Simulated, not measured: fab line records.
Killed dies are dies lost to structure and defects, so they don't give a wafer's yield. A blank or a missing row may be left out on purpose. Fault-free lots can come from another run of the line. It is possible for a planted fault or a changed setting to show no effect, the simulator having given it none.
fab line records	flow n5-finfet
record: lots: 7	wafers: 21
route steps=1938 shown BEOL_M12@1642 BEOL_M13@1659 BEOL_M14@1718
start-h: the number of hours between the record's first day and the start of the first shown wafer of the lot	wait-h: hours from the lot's prior step to this one	" same as the row above	L1.1+2: a single row standing in for several wafers	- either no value or no given start	* or withheld: withheld	< > ~ a bound
route shown NAME@n: names a module that has steps shown in the file, with the first one's number in the route	usual: mean/standard deviation taken from wafers without a fault	same: alike in all rows	chamber/n: place in a boat	sites: per-site readings	_std_site: the standard deviation of these	_edge_site: inner sites' mean taken away from outer sites' mean	radius-mm: how far each site lies from the wafer's centre	mask NAME#n: copy n	behind: the most recent tool/chamber to have shaped the wafer	hold: the reason the lot was held/the length of the hold in hours/how it ended	device: names the non-switching transistor (n, p or np)	end of line: tests of these same wafers at the route's end	a step given without rows: its recipe and nothing more	killed: not the wafer's yield, but the dies lost to structure and defects at the first sort	map: a wafer's dies, marking killed ones x, the rest . and places with no die _
set.NAME: the run value of the setting; set.NAME@STEP: its run value at that earlier step	model.NAME: the simulator's own value behind a step, which no gauge read
lots run with intentionally changed settings; tables by step, rows by wafer
== steps ==
step: N5_BEOL_M12_STRIP_37
recipe: chemistry: N2/H2	power-w: 1000	temp-c: 250	h2-frac: 0.65	overash-fraction: 0.3	pressure-mtorr: withheld	n2-flow-sccm: 1750	h2-flow-sccm: 3250
lot.wafer	tool	chamber	start-h	wait-h	set.h2-flow-sccm
L074.2	plasma-asher-01	0	252.06	0.0	3250
L074.3+5	"	0,1	"	"	3377
L078.3+5	plasma-asher-02	0	275.45	0.1	3157
L078.6	"	1	"	"	3250
L082.3+5	plasma-asher-02	0,1	307.72	0.1	3250
L082.6	"	0	"	"	3017
L085.1+2+6	plasma-asher-02	0,1,1	329.08	0.0	3250
L090.2	plasma-asher-02	1	353.64	0.0	3378
L090.4+5	"	0,1	"	"	3250
L091.2	plasma-asher-02	1	356.40	0.0	3058
L091.3+5	"	1	"	"	3250
L094.3+4+5	plasma-asher-01	0,1,0	365.67	0.1	3250
step: N5_BEOL_M12_ETCH_38
recipe: chemistry: CF4/N2	target: SiCN	target-depth-a: 687	taper-deg: 2	time-s: 73.4	ion-energy-ev: 150	mask-material: SiO2	pressure-mtorr: 40	source-w: 430	bias-w: 70	Ar_flow_sccm: 100	cf4-flow-sccm: 60	n2-flow-sccm: 60
step: N5_BEOL_M12_PRECLEAN_39
recipe: chemistry: residue-remover	time-s: 60	temp-c: 40
step: N5_BEOL_M12_ECD_47
recipe: material: Cu	target-thk-a: 7200
step: N5_BEOL_M12_ANNEAL_48
recipe: temp-c: 225	time-s: 90	ambient: N2
step: N5_BEOL_M12_CMP_49
recipe: stop-on: SiOC	t-overpolish-s: 20.6	down-force-psi: 1	platen-rpm: 50	clearing-platen-down-force-psi: 1.5	clearing-platen-rpm: 50	post-cmp-clean: cu-alkaline	target-thk-nm: 320	clearing-platen-pad-velocity-m-s: 0.99484	pad-velocity-m-s: 0.99484
lot.wafer	tool	chamber	start-h	wait-h	set.time-s@BEOL_M12_TRENCH_ETCH_34	model.Cu_of_BEOL_M12_ECD_47.thk-nm
L074.2	cmp-04	2	255.00	0.2	108.1	279
L074.3	"	1	"	"	108.1	273.4
L074.5	"	3	"	"	108.1	274
L078.3	cmp-03	3	279.53	0.3	125.5	321.8
L078.6	"	0	"	"	103.9	266.2
L078.5	"	1	"	"	125.5	324.2
L082.3	cmp-03	2	309.33	0.2	136	339.8
L082.5	"	1	"	"	125.5	321.4
L082.6	"	2	"	"	136	339.4
L085.1	cmp-02	3	334.38	0.3	125.5	316
L085.2	"	0	"	"	125.5	317.2
L085.6	"	2	"	"	125.5	315.6
L090.4	cmp-02	3	355.88	0.1	125.5	323.8
L090.2	"	0	"	"	125.5	321.4
L090.5	"	0	"	"	125.5	320.2
L091.2	cmp-03	1	362.62	0.3	125.5	321.2
L091.3	"	2	"	"	125.5	325.8
L091.5	"	0	"	"	125.5	315
L094.3	cmp-03	2	368.57	0.2	125.5	319.2
L094.4	"	0	"	"	125.5	314.4
L094.5	"	3	"	"	125.5	321.8
step: N5_BEOL_M12_THK_MEAS_50
recipe: thk-meas-gauge: xrf	reads: Cu_of_BEOL_M12_ECD_47
usual: M12_THK: 323/4.7
lot.wafer	tool	chamber	start-h	wait-h	set.time-s@BEOL_M12_TRENCH_ETCH_34	M12_THK[nm]
L074.2	film-metro-01	-	255.30	-	108.1	284
L074.3	"	-	"	"	108.1	279
L074.5	"	-	"	"	108.1	279
L078.3	film-metro-01	-	279.72	-	125.5	323
L078.5	"	-	"	"	125.5	326
L078.6	"	-	"	"	103.9	268
L082.3	film-metro-02	-	309.59	-	136	343
L082.5	"	-	"	"	125.5	323
L082.6	"	-	"	"	136	342
L085.1	film-metro-01	-	334.60	-	125.5	320
L085.2	"	-	"	"	125.5	322
L085.6	"	-	"	"	125.5	320
L090.2	film-metro-01	-	356.18	-	125.5	322
L090.4	"	-	"	"	125.5	327
L090.5	"	-	"	"	125.5	323
L091.2	film-metro-02	-	362.84	-	125.5	323
L091.3	"	-	"	"	125.5	330
L091.5	"	-	"	"	125.5	319
L094.3	film-metro-02	-	368.87	-	125.5	320
L094.4	"	-	"	"	125.5	315
L094.5	"	-	"	"	125.5	323
step: N5_BEOL_M12_PRE_CLEAN_52
recipe: gas: NH3	time-s: 15	temp-c: withheld	rf-power-w: 300
step: N5_BEOL_M12_DEP_53
recipe: material: SiCN	target-thk-a: 300	temp-c: withheld	precursor: 3MS/NH3	pressure-torr: 3	rf-w: 675	time-s: 10.5
step: N5_BEOL_M12_RS_MEAS_54
recipe: thk-meas-gauge: four-point-probe	reads: Cu_of_BEOL_M12_ECD_47+Ta_of_BEOL_M12_SPUTTER_44+TaN_of_BEOL_M12_SPUTTER_43
usual: M12_RS: 0.0602/0.00083
lot.wafer	tool	chamber	start-h	wait-h	set.time-s@BEOL_M12_TRENCH_ETCH_34	M12_RS[ohm/sq]
L074.2	film-metro-02	-	255.43	0.0	108.1	0.0691
L074.3	"	-	"	"	108.1	0.0706
L074.5	"	-	"	"	108.1	0.0706
L078.3	film-metro-01	-	279.84	0.0	125.5	0.0597
L078.5	"	-	"	"	125.5	0.0593
L078.6	"	-	"	"	103.9	0.0728
L082.3	film-metro-02	-	309.71	0.0	136	0.0563
L082.5	"	-	"	"	125.5	0.0597
L082.6	"	-	"	"	136	0.0565
L085.1	film-metro-01	-	334.72	0.0	125.5	0.0609
L085.2	"	-	"	"	125.5	0.0604
L085.6	"	-	"	"	125.5	0.0609
L090.2	film-metro-01	-	356.30	0.0	125.5	0.0598
L090.4	"	-	"	"	125.5	0.0593
L090.5	"	-	"	"	125.5	0.0600
L091.2	film-metro-02	-	362.97	0.0	125.5	0.0597
L091.3	"	-	"	"	125.5	0.0589
L091.5	"	-	"	"	125.5	0.0608
L094.3	film-metro-01	-	369.00	0.0	125.5	0.0603
L094.4	"	-	"	"	125.5	0.0613
L094.5	"	-	"	"	125.5	0.0597
step: N5_BEOL_M13_ILD_DEP_00
recipe: material: SiOC	target-thk-a: 8379.2	temp-c: 350	precursor: DEMS/O2	pressure-torr: 5	rf-w: 500	time-s: 166.4
lot.wafer	tool	chamber	start-h	wait-h	set.time-s	model.SiOC_of_BEOL_M13_ILD_DEP_00.thk-nm
L074.2	pecvd-01	2	255.49	0.0	179.2	892.6
L074.3	"	1	"	"	166.4	820.6
L074.5	"	1	"	"	179.2	908.2
L078.3	pecvd-02	0	279.90	0.0	166.4	835
L078.5	"	0	"	"	166.4	850.4
L078.6	"	2	"	"	166.4	842.2
L082.3	pecvd-04	1	309.77	0.0	151.1	743.8
L082.5	"	2	"	"	166.4	831.4
L082.6	"	0	"	"	166.4	831.2
L085.1	pecvd-04	0	334.78	0.0	166.4	832.8
L085.2	"	1	"	"	166.4	824.8
L085.6	"	2	"	"	166.4	846.8
L090.2	pecvd-04	2	356.36	0.0	166.4	823.6
L090.4	"	2	"	"	166.4	835.2
L090.5	"	0	"	"	189.6	965.2
L091.2	pecvd-02	1	363.03	0.0	155.4	766.6
L091.3	"	0	"	"	166.4	818.2
L091.5	"	1	"	"	155.4	774.4
L094.3	pecvd-01	0	369.06	0.0	166.4	832.6
L094.4	"	0	"	"	166.4	844.6
L094.5	"	1	"	"	166.4	827.4
step: N5_BEOL_M13_THK_MEAS_01
recipe: reads: SiOC_of_BEOL_M13_ILD_DEP_00
usual: M13_ILD_THK: 832/9.7
lot.wafer	tool	chamber	start-h	wait-h	set.time-s@BEOL_M13_ILD_DEP_00	M13_ILD_THK[nm]
L074.2	film-metro-02	-	255.65	0.1	179.2	892
L074.3	"	-	"	"	166.4	821
L074.5	"	-	"	"	179.2	908
L078.3	film-metro-01	-	280.05	0.1	166.4	835
L078.5	"	-	"	"	166.4	850
L078.6	"	-	"	"	166.4	842
L082.3	film-metro-01	-	309.93	0.1	151.1	744
L082.5	"	-	"	"	166.4	832
L082.6	"	-	"	"	166.4	831
L085.1	film-metro-01	-	334.93	0.1	166.4	833
L085.2	"	-	"	"	166.4	824
L085.6	"	-	"	"	166.4	846
L090.2	film-metro-02	-	356.52	0.1	166.4	824
L090.4	"	-	"	"	166.4	835
L090.5	"	-	"	"	189.6	965
L091.2	film-metro-01	-	363.18	0.1	155.4	767
L091.3	"	-	"	"	166.4	819
L091.5	"	-	"	"	155.4	774
L094.3	film-metro-02	-	369.21	0.1	166.4	833
L094.4	"	-	"	"	166.4	845
L094.5	"	-	"	"	166.4	827
step: N5_BEOL_M13_COAT_04
recipe: spin-rpm: 1625	resist-thk-nm: 400
lot.wafer	tool	chamber	start-h	wait-h	set.spin-rpm	model.coat_of_BEOL_M13_COAT_04.thk-nm
L074.2	litho-track-03	0	-	-	1625	399.8
L074.3	"	0	"	"	1625	400.6
L074.5	"	0	"	"	1451	422.2
L078.3	litho-track-03	0	-	-	1625	399
L078.5	"	0	"	"	1625	399.4
L078.6	"	0	"	"	1625	398.8
L082.3	litho-track-01	0	-	-	1625	398.8
L082.5	"	0	"	"	1784	381.8
L082.6	"	0	"	"	1625	398
L085.1	litho-track-05	0	-	-	1625	398.8
L085.2	"	0	"	"	1625	400
L085.6	"	0	"	"	1625	399.4
L090.2	litho-track-03	0	-	-	1625	401.4
L090.4	"	0	"	"	1798	381.6
L090.5	"	0	"	"	1625	401.2
L091.2	litho-track-03	0	-	-	1558	410.2
L091.3	"	0	"	"	1625	401.2
L091.5	"	0	"	"	1558	409
L094.3	litho-track-05	0	-	-	1625	401.2
L094.4	"	0	"	"	1625	402.4
L094.5	"	0	"	"	1625	401.8
step: N5_BEOL_M13_EBR_06
recipe: solvent: PGMEA	ebr-width-mm: 1.5
step: N5_BEOL_M13_SOFTBAKE_05
recipe: temp-c: 130	time-s: 60
step: N5_BEOL_M13_DESCUM_15
recipe: chemistry: O2	time-s: 7.9	source-power-w: 50	bias-power-w: 20	pressure-mtorr: 20	rf-frequency-hz: 2.712e+07	temp-c: 40	o2-flow-sccm: 225
step: N5_BEOL_M13_ETCH_59
recipe: chemistry: N2/H2	target: BARC	target-depth-a: 890	overetch-a: 267	time-s: 67.9	ion-energy-ev: 200	pressure-mtorr: 30	source-w: 840	bias-w: 150	n2-flow-sccm: 200	h2-flow-sccm: 200
step: N5_BEOL_M13_VIA_ETCH_16
recipe: chemistry: C4F8/O2/Ar	target: SiOC	pressure-mtorr: 30	source-w: 3000	bias-w: 700	Ar_flow_sccm: 400	C4F8_flow_sccm: 15	O2_flow_sccm: 8	he-inner-torr: 15	he-outer-torr: 30	target-depth-a: 9217	time-s: withheld	ion-energy-ev: 250	ends: cleared
lot.wafer	tool	chamber	start-h	wait-h	set.time-s@BEOL_M13_ILD_DEP_00	set.spin-rpm@BEOL_M13_COAT_04	model.etch.depth-nm	model.coat_of_BEOL_M13_COAT_04.thk-nm
L074.2	rie-diel-05	2	256.25	0.0	*	1625	892.6	54.2
L074.3	"	3	"	"	*	1625	820.5	75
L074.5	"	0	"	"	*	1451	908.2	71
L078.3	rie-diel-05	2	280.66	0.0	*	1625	834.9	70.6
L078.5	"	2	"	"	*	1625	850.4	66.2
L078.6	"	3	"	"	*	1625	842.2	67.4
L082.3	rie-diel-06	2	310.40	0.0	*	1625	743.9	98.2
L082.5	"	3	"	"	*	1784	831.4	53.4
L082.6	"	2	"	"	*	1625	831.1	71.2
L085.1	rie-diel-02	2	335.56	0.0	*	1625	832.9	70.6
L085.2	"	1	"	"	*	1625	824.8	73.2
L085.6	"	2	"	"	*	1625	846.9	67.4
L090.2	rie-diel-05	1	357.16	0.1	*	1625	823.7	75.4
L090.4	"	1	"	"	*	1798	835.1	52.2
L090.5	"	0	"	"	*	1625	965.3	33.2
L091.2	rie-diel-05	1	363.66	0.0	*	1558	766.5	100.8
L091.3	"	2	"	"	*	1625	818.2	74.8
L091.5	"	0	"	"	*	1558	774.5	98
L094.3	rie-diel-06	3	369.82	0.0	*	1625	832.6	72
L094.4	"	1	"	"	*	1625	844.6	69.6
L094.5	"	2	"	"	*	1625	827.5	75.2
step: N5_BEOL_M13_STRIP_63
recipe: chemistry: N2/H2	power-w: 1000	temp-c: 250	h2-frac: 0.65	overash-fraction: 0.3	pressure-mtorr: 1000	n2-flow-sccm: 1750	h2-flow-sccm: 3250
usual: strip-time-to-endpoint-s: 28.2/0.9
lot.wafer	tool	chamber	start-h	wait-h	set.time-s@BEOL_M13_ILD_DEP_00	set.spin-rpm@BEOL_M13_COAT_04	strip-time-to-endpoint-s
L074.2	plasma-asher-01	1	256.48	-	179.2	1625	22.9
L074.3	"	0	"	"	166.4	1625	29.1
L074.5	"	0	"	"	179.2	1451	28.0
L078.3	plasma-asher-01	1	280.91	-	166.4	1625	27.8
L078.5	"	1	"	"	166.4	1625	26.6
L078.6	"	0	"	"	166.4	1625	26.9
L082.3	plasma-asher-02	1	310.66	-	151.1	1625	35.7
L082.5	"	0	"	"	166.4	1784	22.7
L082.6	"	1	"	"	166.4	1625	28.0
L085.1	plasma-asher-01	1	335.80	-	166.4	1625	27.8
L085.2	"	0	"	"	166.4	1625	28.6
L085.6	"	1	"	"	166.4	1625	26.9
L090.2	plasma-asher-01	0	357.51	-	166.4	1625	29.2
L090.4	"	1	"	"	166.4	1798	22.3
L090.5	"	0	"	"	189.6	1625	16.2
L091.2	plasma-asher-01	0	363.89	-	155.4	1558	36.5
L091.3	"	1	"	"	166.4	1625	29.1
L091.5	"	0	"	"	155.4	1558	35.6
L094.3	plasma-asher-01	1	370.08	-	166.4	1625	28.2
L094.4	"	0	"	"	166.4	1625	27.6
L094.5	"	1	"	"	166.4	1625	29.2
step: N5_BEOL_M13_STRIP_64
recipe: chemistry: N2/H2	power-w: 1000	temp-c: 250	h2-frac: 0.65	overash-fraction: 0.3	pressure-mtorr: withheld	n2-flow-sccm: 1750	h2-flow-sccm: 3250
step: N5_BEOL_M13_STRIP_71
recipe: chemistry: post-etch-residue-remover	time-s: 60	temp-c: 25	remover-ph: withheld	remover-water-wt-pct: withheld	remover-fluoride-wt-pct: withheld
step: N5_BEOL_M13_STRIP_37
recipe: chemistry: N2/H2	power-w: 1000	temp-c: 250	h2-frac: 0.65	overash-fraction: 0.3	pressure-mtorr: withheld	n2-flow-sccm: 1750	h2-flow-sccm: 3250
step: N5_BEOL_M13_ETCH_38
recipe: chemistry: CF4/N2	target: SiCN	target-depth-a: 675	taper-deg: 2	time-s: 71.9	ion-energy-ev: 150	mask-material: SiO2	pressure-mtorr: 40	source-w: 430	bias-w: 70	Ar_flow_sccm: 100	cf4-flow-sccm: 60	n2-flow-sccm: 60
lot.wafer	tool	chamber	start-h	wait-h	set.time-s@BEOL_M13_ILD_DEP_00	model.SiOC_of_BEOL_M13_ILD_DEP_00.thk-nm
L074.2	rie-diel-06	0	259.57	-	179.2	844.6
L074.3	"	1	"	"	166.4	771
L074.5	"	0	"	"	179.2	860.4
L078.3	rie-diel-05	1	284.68	-	166.4	786.6
L078.5	"	1	"	"	166.4	802.2
L078.6	"	0	"	"	166.4	793.8
L082.3	rie-diel-02	3	313.34	-	151.1	697
L082.5	"	1	"	"	166.4	783
L082.6	"	0	"	"	166.4	782.6
L085.1	rie-diel-02	3	339.25	-	166.4	785.8
L085.2	"	1	"	"	166.4	776.2
L085.6	"	3	"	"	166.4	799
L090.2	rie-diel-06	0	366.27	-	166.4	776.6
L090.4	"	3	"	"	166.4	786.4
L090.5	"	1	"	"	189.6	916.4
L091.2	rie-diel-02	2	366.37	-	155.4	718.4
L091.3	"	0	"	"	166.4	769.6
L091.5	"	3	"	"	155.4	727.6
L094.3	rie-diel-02	3	371.91	-	166.4	784.6
L094.4	"	1	"	"	166.4	795.8
L094.5	"	2	"	"	166.4	779.2
step: N5_BEOL_M14_COAT_58
recipe: resist: BARC	temp-c: 205	time-s: 60	spin-rpm: 1500	resist-thk-nm: 89
lot.wafer	tool	chamber	start-h	wait-h	set.spin-rpm	model.BARC_of_BEOL_M14_COAT_58.thk-nm
L074.2	litho-track-05	0	262.39	0.0	1573	87.2
L074.3	"	0	"	"	1500	89.2
L074.5	"	0	"	"	1500	89.4
L078.3	litho-track-05	0	288.20	0.0	1409	92.2
L078.5	"	0	"	"	1500	89.4
L078.6	"	0	"	"	1500	89.2
L082.3	litho-track-02	0	317.26	0.0	1542	87.8
L082.5	"	0	"	"	1500	89.6
L082.6	"	0	"	"	1500	89
L085.1	litho-track-04	0	341.31	0.0	1418	91.4
L085.2+6	"	0	"	"	1500	88.8
L091.2	litho-track-04	0	369.01	0.0	1500	89
L091.3	"	0	"	"	1662	84.6
L091.5	"	0	"	"	1662	84.8
L090.2	litho-track-05	0	369.02	0.0	1500	89.2
L090.4	"	0	"	"	1500	89.4
L090.5	"	0	"	"	1601	86
L094.3	litho-track-05	0	375.50	0.0	1500	89.4
L094.4	"	0	"	"	1500	89
L094.5	"	0	"	"	1500	89.2
step: N5_BEOL_M14_COAT_04
recipe: spin-rpm: 1704	resist-thk-nm: 800
step: N5_BEOL_M14_EBR_06
recipe: solvent: PGMEA	ebr-width-mm: 1.5
step: N5_BEOL_M14_DESCUM_15
recipe: chemistry: O2	time-s: 7.9	source-power-w: 50	bias-power-w: 20	pressure-mtorr: 20	rf-frequency-hz: 2.712e+07	temp-c: 40	o2-flow-sccm: 225
step: N5_BEOL_M14_ETCH_59
recipe: chemistry: N2/H2	target: BARC	target-depth-a: 890	overetch-a: 267	time-s: 67.9	ion-energy-ev: 200	pressure-mtorr: 30	source-w: 840	bias-w: 150	n2-flow-sccm: 200	h2-flow-sccm: 200
lot.wafer	tool	chamber	start-h	wait-h	set.spin-rpm@BEOL_M14_COAT_58	model.etch.depth-nm
L074.2	rie-diel-03	0	262.79	0.0	1573	87.2
L074.3	"	3	"	"	1500	89.14
L074.5	"	0	"	"	1500	89.34
L078.3	rie-diel-04	2	288.59	0.0	1409	92.22
L078.5	"	2	"	"	1500	89.47
L078.6	"	1	"	"	1500	89.26
L082.3	rie-diel-01	1	317.78	0.0	1542	87.86
L082.5	"	3	"	"	1500	89.51
L082.6	"	0	"	"	1500	88.98
L085.1	rie-diel-01	2	341.71	0.0	1418	91.31
L085.2	"	1	"	"	1500	88.84
L085.6	"	3	"	"	1500	88.76
L091.2	rie-diel-01	3	369.73	0.0	1500	89.03
L091.3	"	2	"	"	1662	84.69
L091.5	"	1	"	"	1662	84.79
L090.2	rie-diel-04	0	369.85	0.0	1500	89.14
L090.4	"	3	"	"	1500	89.45
L090.5	"	2	"	"	1601	86.04
L094.3	rie-diel-03	2	376.16	0.0	1500	89.31
L094.4	"	1	"	"	1500	88.98
L094.5	"	1	"	"	1500	89.29
== key ==
split: step: N5_BEOL_M12_STRIP_37	setting: h2-flow-sccm	stated: 3250	by: wafer
response none clear
split: step: N5_BEOL_M13_ILD_DEP_00	setting: time-s	stated: 166.4	by: wafer
response: step: N5_BEOL_M13_ILD_DEP_00	reading: model.SiOC_of_BEOL_M13_ILD_DEP_00.thk-nm	change: +9.5	per: 1%	r: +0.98
response: step: N5_BEOL_M13_THK_MEAS_01	reading: M13_ILD_THK	change: +9.47	per: 1%	r: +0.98
response: step: N5_BEOL_M13_VIA_ETCH_16	reading: model.etch.depth-nm	change: +9.5	per: 1%	r: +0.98
response: step: N5_BEOL_M13_ETCH_38	reading: model.SiOC_of_BEOL_M13_ILD_DEP_00.thk-nm	change: +9.44	per: 1%	r: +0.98
response: step: N5_BEOL_M13_VIA_ETCH_16	reading: model.coat_of_BEOL_M13_COAT_04.thk-nm	slope: -2.86	per: 1%	together-with: spin-rpm@BEOL_M13_COAT_04	explained: 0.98
response: step: N5_BEOL_M13_STRIP_63	reading: strip-time-to-endpoint-s	slope: *	per: 1%	together-with: spin-rpm@BEOL_M13_COAT_04	explained: 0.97
split: step: N5_BEOL_M13_COAT_04	setting: spin-rpm	stated: 1625	by: wafer
response: step: N5_BEOL_M13_COAT_04	reading: model.coat_of_BEOL_M13_COAT_04.thk-nm	change: -1.89	per: 1%	r: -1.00
response: step: N5_BEOL_M13_VIA_ETCH_16	reading: model.coat_of_BEOL_M13_COAT_04.thk-nm	slope: -1.83	per: 1%	together-with: time-s@BEOL_M13_ILD_DEP_00	explained: 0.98
response: step: N5_BEOL_M13_STRIP_63	reading: strip-time-to-endpoint-s	slope: *	per: 1%	together-with: time-s@BEOL_M13_ILD_DEP_00	explained: 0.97
split: step: N5_BEOL_M14_COAT_58	setting: spin-rpm	stated: 1500	by: wafer
response: step: N5_BEOL_M14_COAT_58	reading: model.BARC_of_BEOL_M14_COAT_58.thk-nm	change: -0.442	per: 1%	r: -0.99
response: step: N5_BEOL_M14_ETCH_59	reading: model.etch.depth-nm	change: -0.435	per: 1%	r: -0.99
split outside-this-file step=N5_BEOL_M12_TRENCH_ETCH_34 setting=time-s
split outside-this-file: this setting was split too, and the file shows its column; the key of that split is in another file
